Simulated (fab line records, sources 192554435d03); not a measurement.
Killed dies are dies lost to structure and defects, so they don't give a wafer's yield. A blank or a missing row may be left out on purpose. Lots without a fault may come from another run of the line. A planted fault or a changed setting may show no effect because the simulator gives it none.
fab line records | flow n5_finfet
record lots=23 wafers=69 last_day=18
route steps=1938 shown SD_EPI_N@274 ILD0@343 SDB@365
lots that met no fault: from a run of the same line without faults
start_h: hours from the record's first day to the start of the lot's first wafer shown | wait_h: hours since the lot's step before | " the same as in the row above | L1.1+2: a row that stands for several wafers | - no value, or no start given | * or withheld: withheld | < > ~ a bound
route shown NAME@n: a module of which the file shows steps, and the number in the route of the first | usual: mean/standard deviation of fault-free wafers | same: alike in all rows | chamber/n: place in a boat | sites: the reading at each site | _std_site: their standard deviation | _edge_site: outer sites' mean less inner sites' | radius_mm: how far each site lies from the wafer's centre | mask NAME#n: copy n | behind: the tool/chamber that last shaped the wafer | hold: why the lot was held/for how many hours/how that ended | device: the transistor (n, p or np) that didn't switch | end of line: the same wafers' tests at the end of the route | a step without rows: its recipe alone | killed: dies lost to structure and defects at the first sort, not the wafer's yield | map: a wafer's dies, x killed, . not, _ none there
set.NAME: the setting as run; set.NAME@STEP: as run at that earlier step | model.NAME: the simulator's own value behind a step, which no gauge read
steps of the route over a sample of lots; a table a step, a row a wafer
services: from which hour (start_h, from the record's first day; less than 0 if before it) a tool's chamber was out of use, for how many hours, and why
## steps
# step N5_SD_EPI_N_ETCH_34
# recipe chemistry=CF4 target=SiARC target_depth_a=455 mask_material=CAR-ArF-block time_s=75.8 ion_energy_ev=80 pressure_mtorr=40 source_w=545 bias_w=36 Ar_flow_sccm=100 cf4_flow_sccm=100 ends=cleared
# usual bias_w=36.01/0.1 drypump_motor_current_A=5.7/0.33 etch_rf_on_time_s=74.1/2.3 oes_product_au=0.69/0.085 rf_vpp_V=184.2/1.2 showerhead_plenum_p_Torr=2.16/0.069 throttle_valve_pct=15.66/0.26
# columns lot.wafer tool chamber start_h wait_h bias_w drypump_motor_current_A etch_rf_on_time_s oes_product_au rf_hours_counter_h rf_vpp_V showerhead_plenum_p_Torr throttle_valve_pct
L074.1 rie_diel-03 2 48.34 0.0 36.14 5.7 74.4 0.67 129 182.3 2.08 15.58
L074.3 " 3 " " 35.93 5.6 71.7 0.81 16 183.6 2.19 15.36
L074.5 " 3 " " 36.25 5.6 71.6 0.80 - 185.7 2.19 15.38
L075.3 rie_diel-01 3 57.24 0.0 35.97 5.1 76.3 0.57 218 183.0 2.03 15.73
L075.4 " 2 " " 36.00 6.2 77.6 0.61 225 184.5 2.21 15.89
L075.6 " 3 " " 35.90 5.1 76.1 0.58 - 183.6 2.03 15.73
L076.1 rie_diel-05 3 61.54 0.0 36.02 5.3 73.9 0.59 234 182.4 2.11 16.21
L076.3 " 0 " " 35.90 5.8 75.1 0.66 149 183.5 2.12 15.46
L076.6 " 0 " " 35.80 5.8 75.2 0.66 - 184.4 2.12 15.47
L077.1 rie_diel-03 2 70.78 0.0 36.03 5.7 75.3 0.66 135 184.2 2.07 15.57
L077.3 " 1 " " 35.77 5.4 73.2 0.64 174 182.9 2.05 15.84
L077.5 " 0 " " 35.91 5.5 73.6 0.63 - 185.1 2.22 15.92
L078.2 rie_diel-01 1 77.71 0.0 36.20 5.9 78.4 0.70 68 186.4 2.24 15.31
L078.4 " 2 " " 35.86 6.2 79.9 0.59 233 184.6 2.21 15.93
L078.5 " 2 " " 35.89 6.2 79.4 0.60 - 184.6 2.21 15.93
L079.3 rie_diel-05 1 78.71 0.0 36.16 5.8 74.6 0.80 18 184.6 2.22 15.36
L079.4 " 0 " " 35.96 5.8 75.4 0.66 154 182.9 2.12 15.49
L079.6 " 0 " " 35.96 5.8 75.7 0.65 - 182.4 2.12 15.48
L080.1 rie_diel-03 0 85.45 0.0 36.15 5.5 72.4 0.64 159 184.1 2.21 15.95
L080.2 " 3 " " 36.11 5.6 70.7 0.77 28 185.6 2.19 15.40
L080.6 " 0 " " 36.18 5.5 72.5 0.64 - 185.7 2.21 15.94
L081.2 rie_diel-01 2 101.23 0.0 35.99 6.2 78.5 0.59 239 186.2 2.21 15.96
L081.4 " 3 " " 35.82 5.1 76.4 0.58 233 183.2 2.02 15.76
L081.5 " 1 " " 35.94 5.9 76.6 0.70 - 185.5 2.24 15.32
L082.2 rie_diel-05 1 105.23 0.0 36.08 5.8 73.1 0.79 26 185.5 2.21 15.36
L082.4 " 1 " " 36.19 5.8 73.8 0.79 - 183.5 2.21 15.38
L082.6 " 3 " " 36.04 5.3 74.9 0.58 - 183.1 2.10 16.26
L083.2 rie_diel-01 0 106.71 0.0 35.91 6.2 72.2 0.73 91 185.8 2.18 15.75
L083.4 " 1 " " 36.04 5.9 76.9 0.71 76 185.0 2.23 15.31
L083.5 " 0 " " 35.95 6.2 72.5 0.72 - 184.2 2.18 15.76
L084.1 rie_diel-03 0 111.29 0.0 35.96 5.5 73.0 0.63 167 184.4 2.21 15.96
L084.3 " 3 " " 36.03 5.6 70.4 0.77 38 183.8 2.19 15.42
L084.4 " 1 " " 36.09 5.4 72.9 0.63 188 181.6 2.05 15.86
L085.3 rie_diel-05 2 122.35 0.0 36.01 5.8 70.8 0.85 7 183.0 2.12 15.82
L085.5 " 2 " " 35.89 5.9 71.0 0.85 - 182.6 2.12 15.82
L085.6 " 1 " " 36.00 5.8 73.8 0.78 - 184.5 2.21 15.35
L086.1 rie_diel-03 1 129.81 0.0 36.03 5.4 72.9 0.63 193 182.1 2.05 15.88
L086.2 " 0 " " 36.04 5.5 73.5 0.62 173 185.9 2.21 15.97
L086.5 " 2 " " 35.89 5.7 74.8 0.65 - 183.9 2.07 15.62
L087.2 rie_diel-01 1 133.94 0.0 36.07 5.9 76.3 0.70 85 183.7 2.23 15.35
L087.4 " 0 " " 35.97 6.2 72.7 0.72 100 183.5 2.18 15.77
L087.6 " 2 " " 35.99 6.2 78.2 0.58 - 183.9 2.20 15.98
L088.2 rie_diel-05 3 137.03 0.0 35.89 5.3 70.5 0.86 2 185.6 2.10 15.73
L088.3 " 0 " " 36.13 5.8 75.4 0.64 177 183.0 2.11 15.54
L088.5 " 3 " " 35.98 5.3 70.9 0.85 - 184.8 2.10 15.74
L089.2 rie_diel-03 1 143.63 0.0 36.19 5.3 72.9 0.63 198 183.5 2.05 15.87
L089.4 " 3 " " 36.07 5.7 70.6 0.76 49 184.1 2.18 15.44
L089.6 " 0 " " 35.99 5.5 73.3 0.62 - 186.2 2.21 16.00
L090.1 rie_diel-01 1 148.28 0.0 35.92 5.9 77.1 0.69 92 184.8 2.23 15.36
L090.5 " 0 " " 36.20 6.2 71.4 0.71 - 184.3 2.17 15.78
L090.6 " 3 " " 36.01 5.1 75.5 0.56 - 181.9 2.02 15.79
L091.2 rie_diel-03 1 151.90 0.0 36.10 5.3 72.9 0.62 202 183.0 2.04 15.88
L091.4 " 1 " " 35.97 5.4 72.1 0.63 - 182.2 2.05 15.88
L091.6 " 0 " " 36.02 5.5 73.9 0.62 - 186.4 2.21 16.00
L092.2 rie_diel-01 1 157.52 0.0 35.90 5.9 76.8 0.68 98 185.4 2.23 15.39
L092.5 " 2 " " 36.00 6.2 71.5 0.87 - 185.3 2.20 15.51
L092.6 " 1 " " 35.86 5.9 76.4 0.68 - 185.0 2.23 15.37
L093.3 rie_diel-05 2 164.34 0.0 35.91 5.8 72.2 0.81 17 184.1 2.11 15.85
L093.4 " 3 " " 35.97 5.3 71.3 0.83 7 183.4 2.10 15.74
L093.5 " 0 " " 35.91 5.8 75.0 0.64 - 183.2 2.11 15.53
L094.4 rie_diel-01 1 169.39 0.0 35.94 5.9 78.7 0.66 - 186.4 2.22 15.40
L094.5 " 0 " " 35.95 6.2 72.8 0.69 - 182.3 2.17 15.80
L094.6 " 2 " " 36.19 6.2 73.0 0.84 - 184.9 2.20 15.53
L096.1 rie_diel-01 0 185.68 0.0 35.86 6.2 72.7 0.69 130 183.9 2.17 15.80
L096.2 " 1 " " 35.87 5.9 78.0 0.67 115 184.3 2.22 15.41
L096.3 " 3 " " 35.94 5.1 74.3 0.84 2 186.0 2.27 15.26
L097.1 rie_diel-01 0 190.33 0.0 36.14 6.2 72.1 0.69 132 185.1 2.17 15.83
L097.4 " 2 " " 35.97 6.2 72.3 0.82 21 183.8 2.20 15.55
L097.5 " 2 " " 36.00 6.2 71.6 0.82 - 183.4 2.20 15.53
# step N5_SD_EPI_N_ETCH_16
# recipe chemistry=CHF3/O2 target=SiO2 target_depth_a=50 mask_material=SOC pressure_mtorr=30 source_w=650 bias_w=170 Ar_flow_sccm=200 CHF3_flow_sccm=50 O2_flow_sccm=5 ion_energy_ev=200
# usual bias_w=170.0/0.52 drypump_motor_current_A=5.7/0.33 oes_product_au=0.81/0.099 rf_vpp_V=522/11 showerhead_plenum_p_Torr=2.43/0.083 throttle_valve_pct=18.97/0.23
# columns lot.wafer tool chamber start_h wait_h bias_w drypump_motor_current_A oes_product_au rf_hours_counter_h rf_vpp_V showerhead_plenum_p_Torr throttle_valve_pct
L074.1 rie_diel-03 2 48.92 0.1 169.1 5.7 0.79 129 508 2.33 18.85
L074.3 " 3 " " 169.6 5.6 0.93 16 512 2.47 18.73
L074.5 " 3 " " 170.0 5.6 0.92 - 514 2.47 18.76
L075.3 rie_diel-01 3 57.82 0.1 170.4 5.1 0.67 218 509 2.28 19.01
L075.4 " 2 " " 170.6 6.2 0.70 225 503 2.51 19.25
L075.6 " 3 " " 170.9 5.1 0.66 - 510 2.28 19.00
L076.1 rie_diel-05 3 62.12 0.1 169.5 5.3 0.69 234 524 2.35 19.41
L076.3 " 0 " " 170.7 5.8 0.78 149 520 2.38 18.72
L076.6 " 0 " " 170.6 5.8 0.77 - 522 2.38 18.70
L077.1 rie_diel-03 2 71.36 0.1 170.4 5.7 0.78 135 509 2.33 18.87
L077.3 " 1 " " 169.7 5.4 0.75 174 529 2.32 19.15
L077.5 " 0 " " 170.0 5.6 0.75 - 535 2.49 19.19
L078.2 rie_diel-01 1 78.29 0.1 170.6 5.9 0.83 68 538 2.55 18.74
L078.4 " 2 " " 170.0 6.2 0.69 233 500 2.50 19.27
L078.5 " 2 " " 169.7 6.2 0.69 - 501 2.50 19.27
L079.3 rie_diel-05 1 79.29 0.1 170.1 5.9 0.94 18 520 2.48 18.62
L079.4 " 0 " " 170.3 5.8 0.77 155 522 2.38 18.73
L079.6 " 0 " " 170.6 5.8 0.77 - 522 2.38 18.72
L080.1 rie_diel-03 0 86.03 0.1 170.1 5.6 0.74 159 536 2.49 19.21
L080.2 " 3 " " 169.8 5.7 0.91 29 513 2.47 18.76
L080.6 " 0 " " 169.7 5.6 0.75 - 537 2.49 19.21
L081.2 rie_diel-01 2 101.81 0.1 170.4 6.2 0.69 239 503 2.50 19.28
L081.4 " 3 " " 170.1 5.1 0.66 234 509 2.27 19.03
L081.5 " 1 " " 170.3 5.9 0.83 - 536 2.54 18.77
L082.2 rie_diel-05 1 105.81 0.1 170.2 5.8 0.92 26 521 2.48 18.63
L082.4 " 1 " " 170.0 5.8 0.93 - 519 2.48 18.62
L082.6 " 3 " " 169.9 5.3 0.68 - 522 2.35 19.43
L083.2 rie_diel-01 0 107.29 0.1 170.9 6.2 0.83 91 522 2.44 19.01
L083.4 " 1 " " 170.1 5.9 0.83 76 537 2.54 18.76
L083.5 " 0 " " 171.1 6.2 0.83 - 520 2.44 19.00
L084.1 rie_diel-03 0 111.87 0.1 169.6 5.5 0.73 168 536 2.48 19.22
L084.3 " 3 " " 170.8 5.6 0.89 38 514 2.46 18.77
L084.4 " 1 " " 169.1 5.4 0.74 188 528 2.31 19.21
L085.3 rie_diel-05 2 122.93 0.1 170.1 5.8 0.97 7 525 2.36 19.08
L085.5 " 2 " " 169.7 5.8 0.98 - 525 2.36 19.08
L085.6 " 1 " " 169.6 5.8 0.91 - 519 2.48 18.66
L086.1 rie_diel-03 1 130.39 0.1 170.0 5.4 0.73 193 529 2.31 19.20
L086.2 " 0 " " 170.4 5.5 0.73 173 536 2.48 19.22
L086.5 " 2 " " 170.2 5.7 0.76 - 509 2.32 18.89
L087.2 rie_diel-01 1 134.52 0.1 170.7 5.9 0.82 85 536 2.54 18.79
L087.4 " 0 " " 170.3 6.2 0.84 100 520 2.44 19.02
L087.6 " 2 " " 169.8 6.2 0.68 - 501 2.50 19.31
L088.2 rie_diel-05 3 137.61 0.1 170.6 5.3 1.00 3 523 2.35 19.01
L088.3 " 0 " " 169.0 5.8 0.75 177 521 2.37 18.74
L088.5 " 3 " " 170.2 5.3 1.00 - 523 2.35 19.03
L089.2 rie_diel-03 1 144.21 0.1 169.8 5.4 0.73 199 528 2.31 19.21
L089.4 " 3 " " 169.7 5.6 0.87 49 513 2.46 18.81
L089.6 " 0 " " 169.5 5.5 0.72 - 536 2.48 19.23
L090.1 rie_diel-01 1 148.86 0.1 169.7 5.9 0.81 92 535 2.54 18.80
L090.5 " 0 " " 169.5 6.2 0.81 - 520 2.44 19.05
L090.6 " 3 " " 168.8 5.1 0.65 - 509 2.27 19.07
L091.2 rie_diel-03 1 152.78 0.1 169.6 5.4 0.72 203 529 2.31 19.22
L091.4 " 1 " " 170.4 5.4 0.72 - 529 2.31 19.22
L091.6 " 0 " " 169.6 5.6 0.72 - 536 2.48 19.24
L092.2 rie_diel-01 1 158.10 0.1 170.2 5.9 0.80 98 536 2.53 18.81
L092.5 " 2 " " 169.3 6.2 1.01 - 531 2.50 18.98
L092.6 " 1 " " 169.8 5.9 0.79 - 536 2.53 18.80
L093.3 rie_diel-05 2 164.92 0.1 170.0 5.8 0.95 17 523 2.36 19.10
L093.4 " 3 " " 170.5 5.3 0.97 7 523 2.35 19.00
L093.5 " 0 " " 170.0 5.8 0.75 - 522 2.37 18.76
L094.4 rie_diel-01 1 169.96 0.0 169.4 5.9 0.79 - 537 2.53 18.81
L094.5 " 0 " " 170.7 6.2 0.80 - 518 2.43 19.06
L094.6 " 2 " " 170.4 6.2 0.98 - 533 2.49 19.00
L096.1 rie_diel-01 0 186.27 0.1 169.5 6.2 0.79 130 520 2.43 19.08
L096.2 " 1 " " 170.1 6.0 0.79 115 536 2.53 18.84
L096.3 " 3 " " 170.4 5.1 0.97 2 516 2.56 18.60
L097.1 rie_diel-01 0 190.91 0.1 170.7 6.2 0.78 132 520 2.43 19.08
L097.4 " 2 " " 170.0 6.2 0.96 21 531 2.49 19.02
L097.5 " 2 " " 170.9 6.2 0.96 - 531 2.49 19.01
# step N5_SD_EPI_N_VAPOR_ETCH_50
# recipe chemistry=HCl target=Si temp_c=775 time_s=54 pressure_torr=20 mode=isotropic
# usual throttle_valve_pct=11.8/0.35
# columns lot.wafer tool chamber start_h wait_h throttle_valve_pct
L074.1 epi_rpcvd-03 0 49.81 0.3 11.9
L074.3 " 0 " " 11.7
L074.5 " 0 " " 11.6
L075.3 epi_rpcvd-04 0 58.89 0.3 11.4
L075.4 " 0 " " 11.6
L075.6 " 0 " " 11.6
L076.1 epi_rpcvd-03 0 63.25 0.3 11.8
L076.3 " 0 " " 11.7
L076.6 " 0 " " 11.8
L077.1 epi_rpcvd-03 0 72.36 0.4 11.8
L077.3 " 0 " " 11.6
L077.5 " 0 " " 11.9
L078.2 epi_rpcvd-03 0 79.21 0.3 11.9
L078.4 " 0 " " 11.6
L078.5 " 0 " " 11.7
L079.3 epi_rpcvd-02 0 80.38 0.3 12.4
L079.4 " 0 " " 12.3
L079.6 " 0 " " 12.4
L080.1 epi_rpcvd-03 0 86.93 0.3 11.8
L080.2 " 0 " " 11.6
L080.6 " 0 " " 11.4
L081.2 epi_rpcvd-02 0 103.26 0.5 12.5
L081.4 " 0 " " 12.5
L081.5 " 0 " " 12.3
L082.2 epi_rpcvd-03 0 106.72 0.3 11.8
L082.4 " 0 " " 11.7
L082.6 " 0 " " 11.7
L083.2 epi_rpcvd-02 0 108.33 0.4 12.3
L083.4 " 0 " " 12.4
L083.5 " 0 " " 12.2
L084.1 epi_rpcvd-03 0 112.75 0.3 11.7
L084.3 " 0 " " 11.6
L084.4 " 0 " " 11.7
L085.3 epi_rpcvd-04 0 124.01 0.3 11.5
L085.5 " 0 " " 11.5
L085.6 " 0 " " 11.4
L086.1 epi_rpcvd-03 0 131.27 0.3 11.7
L086.2 " 0 " " 11.5
L086.5 " 0 " " 11.8
L087.2 epi_rpcvd-04 0 135.56 0.4 11.7
L087.4 " 0 " " 11.5
L087.6 " 0 " " 11.5
L088.2 epi_rpcvd-02 0 138.65 0.4 12.3
L088.3 " 0 " " 12.3
L088.5 " 0 " " 12.4
L089.2 epi_rpcvd-04 0 145.12 0.3 11.8
L089.4 " 0 " " 11.6
L089.6 " 0 " " 11.7
L090.1 epi_rpcvd-04 0 149.74 0.3 11.5
L090.5 " 0 " " 11.4
L090.6 " 0 " " 11.4
L091.2 epi_rpcvd-03 0 153.71 0.3 11.8
L091.4 " 0 " " 11.7
L091.6 " 0 " " 11.9
L092.2 epi_rpcvd-04 0 159.37 0.4 11.6
L092.5 " 0 " " 11.5
L092.6 " 0 " " 11.4
L093.3 epi_rpcvd-04 0 165.86 0.2 11.6
L093.4 " 0 " " 11.6
L093.5 " 0 " " 11.5
L094.4 epi_rpcvd-02 0 170.91 0.2 12.5
L094.5 " 0 " " 12.2
L094.6 " 0 " " 12.4
L096.1 epi_rpcvd-03 0 187.26 0.4 11.9
L096.2 " 0 " " 11.9
L096.3 " 0 " " 11.7
L097.1 epi_rpcvd-04 0 192.07 0.5 11.3
L097.4 " 0 " " 11.5
L097.5 " 0 " " 11.8
# step N5_ILD0_ALD_15
# recipe material=SiNx target_thk_a=240 temp_c=400 ald_precursor_family=SiH2I2 ald_co_reactant=N2/H2-plasma pulse_time_s=1 ald_cycles=480 purge_time_s=2 co_reactant_purge_time_s=2 pressure_torr=2
# usual heater_power_outer_w=505/41 heater_power_w=827/62 precursor_pulse_height_rel=1.000/0.022
# columns lot.wafer tool chamber start_h wait_h heater_power_outer_w heater_power_w precursor_pulse_height_rel since_wet_clean_h
L074.1 ald_sin-01 2 61.83 0.7 525 839 0.980 343
L074.3 " 0 " " 535 806 1.038 343
L074.5 " 1 62.92 1.4 574 879 1.002 -
L075.3 ald_sin-02 2 70.88 0.4 389 645 1.000 259
L075.4 " 0 " " 464 793 0.970 259
L075.6 " 0 71.96 1.1 456 803 1.003 -
L076.1 ald_sin-02 2 75.35 0.7 387 623 0.994 264
L076.3 " 1 " " 534 885 1.013 264
L076.6 " 1 76.44 1.2 546 886 1.038 -
L077.1 ald_sin-04 3 85.14 0.6 521 802 1.031 182
L077.3 " 1 " " 506 840 0.974 182
L077.5 " 1 86.23 1.3 518 851 1.000 -
L078.2 ald_sin-04 3 91.28 0.7 534 808 0.997 188
L078.4 " 0 " " 505 877 0.998 188
L078.5 " 2 92.36 1.5 482 850 1.034 -
L079.3 ald_sin-04 0 94.62 0.4 498 906 0.977 191
L079.4 " 2 " " 485 839 1.024 191
L079.6 " 1 95.70 1.1 522 832 1.027 -
L080.1 ald_sin-04 2 101.28 0.9 492 823 0.996 198
L080.2 " 3 " " 530 826 0.986 198
L080.6 " 1 102.36 1.4 536 826 0.983 -
L081.2 ald_sin-01 2 116.64 0.5 527 826 1.016 18
L081.4 " 3 117.72 1.3 540 877 1.017 -
L081.5 " 0 " " 514 790 1.009 -
L082.2 ald_sin-02 1 118.17 0.5 537 905 1.057 306
L082.4 " 0 " " 472 792 1.031 306
L082.6 " 1 119.26 1.1 530 917 1.010 -
L083.2 ald_sin-01 3 121.31 0.9 556 851 1.017 23
L083.4 " 3 122.40 1.7 549 879 0.986 -
L083.5 " 2 " " 526 827 0.986 -
L084.1 ald_sin-04 3 124.04 0.6 513 817 1.021 221
L084.3 " 0 " " 507 892 0.968 221
L084.4 " 1 " " 525 840 0.992 221
L085.3 ald_sin-01 0 136.54 0.4 511 802 0.980 38
L085.5 " 0 137.63 1.3 501 815 0.970 -
L085.6 " 3 " " 535 848 0.999 -
L086.1 ald_sin-02 2 143.08 0.9 402 663 1.000 331
L086.2 " 3 " " 457 800 1.000 331
L086.5 " 2 144.16 1.5 392 645 0.992 -
L087.2 ald_sin-04 2 147.66 0.5 497 838 1.018 244
L087.4 " 0 " " 505 883 1.009 244
L087.6 " 3 148.75 1.1 521 812 1.018 -
L088.2 ald_sin-04 1 150.59 0.5 520 853 1.017 247
L088.3 " 3 " " 530 810 1.007 247
L088.5 " 2 151.68 1.2 493 839 0.997 -
L089.2 ald_sin-01 3 156.33 0.5 562 855 0.997 58
L089.4 " 2 157.41 1.3 522 831 0.990 -
L089.6 " 3 " " 552 873 1.043 -
L090.1 ald_sin-02 0 161.20 0.6 477 794 1.003 349
L090.5 " 2 162.29 1.2 395 669 1.006 -
L090.6 " 1 " " 531 893 0.989 -
L091.2 ald_sin-01 2 164.86 0.5 547 822 0.968 66
L091.4 " 0 165.95 1.3 508 811 0.975 -
L091.6 " 2 " " 527 825 1.017 -
L092.2 ald_sin-01 0 171.47 0.6 517 787 0.977 73
L092.5 " 3 172.55 1.3 547 872 0.991 -
L092.6 " 2 " " 520 826 1.000 -
L093.3 ald_sin-04 2 177.95 0.4 503 839 0.949 275
L093.4 " 0 " " 513 884 1.020 275
L093.5 " 2 179.04 1.2 484 838 0.995 -
L094.4 ald_sin-04 1 184.81 0.7 533 872 1.004 282
L094.5 " 0 185.89 1.6 499 903 1.013 -
L094.6 " 1 " " 526 853 0.985 -
L096.1 ald_sin-02 2 199.79 0.6 367 628 1.045 9
L096.2 " 3 " " 442 760 1.023 9
L096.3 " 0 " " 478 795 1.029 9
L097.1 ald_sin-01 3 204.42 0.8 556 862 0.990 106
L097.4 " 1 " " 516 794 1.024 106
L097.5 " 3 205.50 1.4 553 876 1.010 -
# step N5_ILD0_THK_MEAS_13
# usual thk_nm=17.1/1.4
# columns lot.wafer tool chamber start_h wait_h thk_nm
L074.1 film_metro-01 - 64.33 - 17.7
L074.3 " - " " 16.7
L074.5 " - " " 19.9
L075.3 film_metro-01 - 73.37 - 14.1
L075.4 " - " " 14.7
L075.6 " - " " 14.8
L076.1 film_metro-01 - 77.85 - 14.5
L076.3 " - " " 18.0
L076.6 " - " " 17.1
L077.1 film_metro-02 - 87.64 - 18.9
L077.3 " - " " 18.5
L077.5 " - " " 18.1
L078.2 film_metro-02 - 93.77 - 15.8
L078.4 " - " " 16.9
L078.5 " - " " 15.6
L079.3 film_metro-01 - 97.11 - 18.5
L079.4 " - " " 19.4
L079.6 " - " " 18.7
L080.1 film_metro-02 - 103.79 - 15.9
L080.2 " - " " 15.3
L080.6 " - " " 15.4
L081.2 film_metro-01 - 119.13 - 16.5
L081.4 " - " " 16.9
L081.5 " - " " 16.8
L082.2 film_metro-01 - 120.67 - 19.8
L082.4 " - " " 16.8
L082.6 " - " " 17.3
L083.2 film_metro-01 - 123.81 - 16.4
L083.4 " - " " 14.9
L083.5 " - " " 15.8
L084.1 film_metro-02 - 126.54 - 17.7
L084.3 " - " " 17.8
L084.4 " - " " 18.6
L085.3 film_metro-02 - 139.04 - 17.1
L085.5 " - " " 16.4
L085.6 " - " " 17.4
L086.1 film_metro-01 - 145.57 - 17.4
L086.2 " - " " 16.4
L086.5 " - " " 17.8
L087.2 film_metro-02 - 150.16 - 16.6
L087.4 " - " " 19.5
L087.6 " - " " 19.9
L088.2 film_metro-01 - 153.09 - 17.2
L088.3 " - " " 18.8
L088.5 " - " " 16.2
L089.2 film_metro-01 - 158.82 - 17.9
L089.4 " - " " 14.8
L089.6 " - " " 16.9
L090.1 film_metro-01 - 163.70 - 15.9
L090.5 " - " " 16.9
L090.6 " - " " 16.3
L091.2 film_metro-02 - 167.35 - 19.5
L091.4 " - " " 17.1
L091.6 " - " " 16.9
L092.2 film_metro-02 - 173.96 - 19.6
L092.5 " - " " 16.6
L092.6 " - " " 20.0
L093.3 film_metro-01 - 180.45 - 18.1
L093.4 " - " " 18.8
L093.5 " - " " 18.3
L094.4 film_metro-01 - 187.30 - 15.8
L094.5 " - " " 16.3
L094.6 " - " " 16.6
L096.1 film_metro-01 - 202.30 - 17.4
L096.2 " - " " 19.3
L096.3 " - " " 17.0
L097.1 film_metro-02 - 206.91 - 17.6
L097.4 " - " " 18.5
L097.5 " - " " 19.0
# step N5_SDB_STRIP_22
# recipe chemistry=N2/H2 power_w=1000 temp_c=250 h2_frac=0.65 overash_fraction=0.3 pressure_mtorr=withheld n2_flow_sccm=1750 h2_flow_sccm=3250
# usual drypump_motor_current_A=5.5/0.47 heater_power_w=328/28 oes_product_au=0.714/0.0044 strip_time_to_endpoint_s=96.1/0.43
# columns lot.wafer tool chamber start_h wait_h drypump_motor_current_A heater_power_w oes_product_au rf_hours_counter_h strip_time_to_endpoint_s
L074.1 plasma_asher-01 0 65.27 0.1 6.1 293 0.707 92 96.5
L074.3 " 0 " " 6.1 286 0.708 - 96.0
L074.5 " 1 " " 4.9 354 0.713 - 96.9
L075.3 plasma_asher-02 1 74.81 0.1 5.6 337 0.719 - 96.5
L075.4 " 0 " " 5.5 322 0.721 - 96.3
L075.6 " 0 " " 5.5 334 0.711 - 96.4
L076.1 plasma_asher-01 1 78.79 0.1 4.9 355 0.706 95 95.6
L076.3 " 1 " " 4.9 353 0.710 - 95.9
L076.6 " 1 " " 4.9 360 0.712 - 95.5
L077.1 plasma_asher-01 0 89.00 0.4 6.2 292 0.707 98 96.4
L077.3 " 1 " " 4.9 363 0.724 - 97.4
L077.5 " 0 " " 6.2 280 0.718 - 96.6
L078.2 plasma_asher-01 1 94.62 0.1 5.0 360 0.718 99 96.1
L078.4 " 1 " " 4.9 350 0.711 - 95.5
L078.5 " 1 " " 4.9 352 0.712 - 95.6
L079.3 plasma_asher-02 1 98.06 0.1 5.6 342 0.715 - 95.6
L079.4 " 0 " " 5.5 339 0.712 - 95.5
L079.6 " 1 " " 5.6 335 0.719 - 96.1
L080.1 plasma_asher-01 0 104.70 0.1 6.2 292 0.717 100 96.0
L080.2 " 1 " " 4.9 359 0.721 100 95.8
L080.6 " 1 " " 4.9 354 0.716 - 96.0
L081.2 plasma_asher-01 0 119.95 0.1 6.2 286 0.717 104 95.8
L081.4 " 1 " " 4.9 353 0.719 - 95.2
L081.5 " 1 " " 4.9 363 0.717 - 95.8
L082.2 plasma_asher-01 0 121.58 0.1 6.1 279 0.717 105 96.5
L082.4 " 0 " " 6.2 284 0.714 - 96.4
L082.6 " 0 " " 6.2 285 0.714 - 97.0
L083.2 plasma_asher-02 0 124.78 0.1 5.5 322 0.712 42 96.0
L083.4 " 1 " " 5.6 338 0.714 - 95.7
L083.5 " 0 " " 5.5 328 0.717 - 96.1
L084.1 plasma_asher-01 1 127.34 0.1 4.9 354 0.716 105 96.4
L084.3 " 1 " " 4.9 362 0.712 - 95.9
L084.4 " 0 " " 6.2 289 0.713 - 96.9
L085.3 plasma_asher-02 0 139.86 0.1 5.5 329 0.718 - 96.1
L085.5 " 0 " " 5.5 334 0.720 - 96.5
L085.6 " 1 " " 5.6 329 0.716 - 96.7
L086.1 plasma_asher-01 0 146.58 0.1 6.2 288 0.717 108 95.8
L086.2 " 1 " " 4.9 350 0.706 108 95.8
L086.5 " 1 " " 4.9 346 0.723 - 96.1
L087.2 plasma_asher-02 1 151.07 0.1 5.6 348 0.713 48 96.0
L087.4 " 1 " " 5.6 336 0.711 - 96.2
L087.6 " 0 " " 5.5 334 0.713 - 96.0
L088.2 plasma_asher-02 0 155.54 0.1 5.4 331 0.712 49 95.6
L088.3 " 1 " " 5.6 343 0.711 - 96.6
L088.5 " 0 " " 5.5 336 0.725 - 96.0
L089.2 plasma_asher-01 0 159.98 0.1 6.2 291 0.717 111 95.8
L089.4 " 1 " " 5.0 355 0.717 - 95.8
L089.6 " 0 " " 6.2 290 0.711 - 95.6
L090.1 plasma_asher-01 0 164.61 0.1 6.2 290 0.712 111 96.0
L090.5 " 1 " " 4.9 358 0.710 - 95.9
L090.6 " 0 " " 6.2 292 0.712 - 96.0
L091.2 plasma_asher-02 1 168.26 0.1 5.6 339 0.713 52 96.6
L091.4 " 1 " " 5.6 342 0.715 - 96.5
L091.6 " 0 " " 5.5 326 0.712 - 95.7
L092.2 plasma_asher-02 0 175.26 0.1 5.5 330 0.722 54 96.1
L092.5 " 1 " " 5.6 338 0.721 - 96.4
L092.6 " 0 " " 5.5 331 0.706 - 96.0
L093.3 plasma_asher-01 1 181.39 0.1 4.9 352 0.716 - 95.9
L093.4 " 0 " " 6.2 288 0.716 - 96.1
L093.5 " 1 " " 4.9 360 0.717 - 96.3
L094.4 plasma_asher-01 1 189.71 0.1 4.9 361 0.716 - 96.1
L094.5 " 1 " " 4.9 366 0.716 - 96.2
L094.6 " 0 " " 6.2 286 0.704 - 96.7
L096.1 plasma_asher-02 1 203.20 0.1 5.6 344 0.711 60 96.3
L096.2 " 0 " " 5.5 335 0.710 60 96.5
L096.3 " 0 " " 5.5 332 0.713 - 96.5
L097.1 plasma_asher-02 0 207.70 0.1 5.4 334 0.707 61 95.8
L097.4 " 0 " " 5.4 323 0.715 - 95.9
L097.5 " 1 " " 5.6 339 0.708 - 95.5
## services
# columns tool chamber start_h hours kind
plasma_asher-01 - 27.37 0.7 repair
plasma_asher-01 - 28.40 1.8 repair
rie_diel-03 - 33.78 0.2 repair
epi_rpcvd-03 - 34.83 6.0 pm
ald_sin-01 - 47.66 0.5 repair
plasma_asher-01 - 51.81 2.8 pm
rie_diel-03 1 52.70 4.1 repair
ald_sin-04 1 59.41 3.4 repair
rie_diel-03 2 60.98 1.8 repair
epi_rpcvd-04 - 65.28 0.5 pm
ald_sin-02 - 81.80 28.1 pm
plasma_asher-02 - 84.93 11.0 repair
ald_sin-01 - 85.30 14.0 pm
rie_diel-01 - 87.14 1.0 repair
ald_sin-01 1 103.98 88.0 repair
epi_rpcvd-02 - 113.99 1.2 repair
rie_diel-01 2 134.57 - clean
rie_diel-01 - 141.22 1.0 repair
rie_diel-05 - 143.37 14.6 pm
rie_diel-03 3 149.91 2.5 repair
ald_sin-04 - 170.99 6.1 pm
ald_sin-02 - 177.62 14.0 pm
rie_diel-05 - 180.40 15.6 pm
ald_sin-02 0 203.30 2.6 repair
## key
fault none
